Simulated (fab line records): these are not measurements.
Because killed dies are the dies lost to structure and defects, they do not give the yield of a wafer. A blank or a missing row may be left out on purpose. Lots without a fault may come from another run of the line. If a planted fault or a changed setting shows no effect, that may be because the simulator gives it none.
3 desks looking at one fault | flow n5_finfet | only its own numbers are on each desk; what lay behind them is given at the end

== FROM THE METROLOGY DESK ==
Lot by lot, what the gauges showed, no matter which tool ran the lot: averages of those sampled wafers that carry a number. If a lot's mean is further than 4 standard deviations from the usual mean, the lot is out of limits and carries the mark OUT (the distance appears in the brackets). Readings shown: 7 of its 11, picked as those furthest out on some lot.
Columns: A = cd_nm at N5_DUMMY_GATE_CD_MEAS_24, usual 15.0 nm; B = DIBL_N at N5_BEOL_M4_RC_MEAS_101, usual 36.5 mV/V; C = DIBL_P at N5_BEOL_M4_RC_MEAS_101, usual 36.5 mV/V; D = IOFF_N at N5_BEOL_M4_RC_MEAS_101, usual 0.163 nA/um; E = ION_P at N5_BEOL_M4_RC_MEAS_101, usual 464 uA/um; F = SS_P at N5_BEOL_M4_RC_MEAS_101, usual 73.4 mV/dec; G = VT_P at N5_BEOL_M4_RC_MEAS_101, usual -250 mV
lot  | first seen here | A    | B    | C    | D     | E   | F    | G
L904 | day 4 06:46     | 14.7 | 37.4 | 36.6 | 0.178 | 465 | 73.9 | -252
L905 | day 4 14:50     | 15.3 | 35.0 | 35.0 | 0.149 | 463 | 72.5 | -252
L907 | day 5 00:14     | 15.4 | 36.0 | 35.2 | 0.153 | 473 | 72.7 | -246
L918 | day 7 16:31     | 14.7 | 37.4 | 36.7 | 0.176 | 460 | 73.1 | -250
L921 | day 8 11:55     | 15.1 | 34.0 | 35.7 | 0.136 | 468 | 72.8 | -251
L922 | day 8 16:58     | 15.1 | 35.5 | 34.5 | 0.139 | 468 | 73.3 | -249
Finding of this desk: none of the 6 lots has anything out of limits.

== THE DEFECT DESK ==
Per lot, the means of the sampled wafers with a number show what the inspections along the route counted. If a lot's mean is further than 4 standard deviations from the usual mean, the lot is out of limits and carries the mark OUT (the distance appears in the brackets).
Columns: A = raw_defect_count at N5_DUMMY_GATE_INSPECT_27, usual 295
lot  | first seen here | A
L904 | day 4 07:05     | 374
L905 | day 4 15:07     | 321
L907 | day 5 00:35     | 431
L918 | day 7 16:49     | 442
L921 | day 8 12:17     | 212
L922 | day 8 17:20     | 306
Finding of this desk: none of the 6 lots has anything out of limits.

== DESK OF THE TOOL OWNER: ald_sin-04 ==
The tool's own readings at N5_SPACER0_ALD_00 (deposits SiOCN, target thk 3.5 nm, pulse time 3 s, purge time 2 s): means of the sampled wafers that have a number, for each lot that ran on this tool. If a lot's mean is further than 4 standard deviations from the usual mean, the lot is out of limits and carries the mark OUT (the distance appears in the brackets).
Columns: A = heater_power_w at N5_SPACER0_ALD_00, usual 831 W; B = precursor_pulse_height_rel at N5_SPACER0_ALD_00, usual 0.997
lot  | first seen here | A   | B
L905 | day 4 15:41     | 804 | 1.004
L907 | day 5 00:46     | 832 | 1.001
L918 | day 7 16:59     | 848 | 1.006
Finding of this desk: none of the 3 lots has anything out of limits.

== BROUGHT TOGETHER ==
Nothing out of limits was seen by the metrology desk.
Nothing the defect desk looked at was out of limits.
The tool owner's desk saw nothing out of limits.

== WHAT WAS PUT IN BY THE SIMULATOR ==
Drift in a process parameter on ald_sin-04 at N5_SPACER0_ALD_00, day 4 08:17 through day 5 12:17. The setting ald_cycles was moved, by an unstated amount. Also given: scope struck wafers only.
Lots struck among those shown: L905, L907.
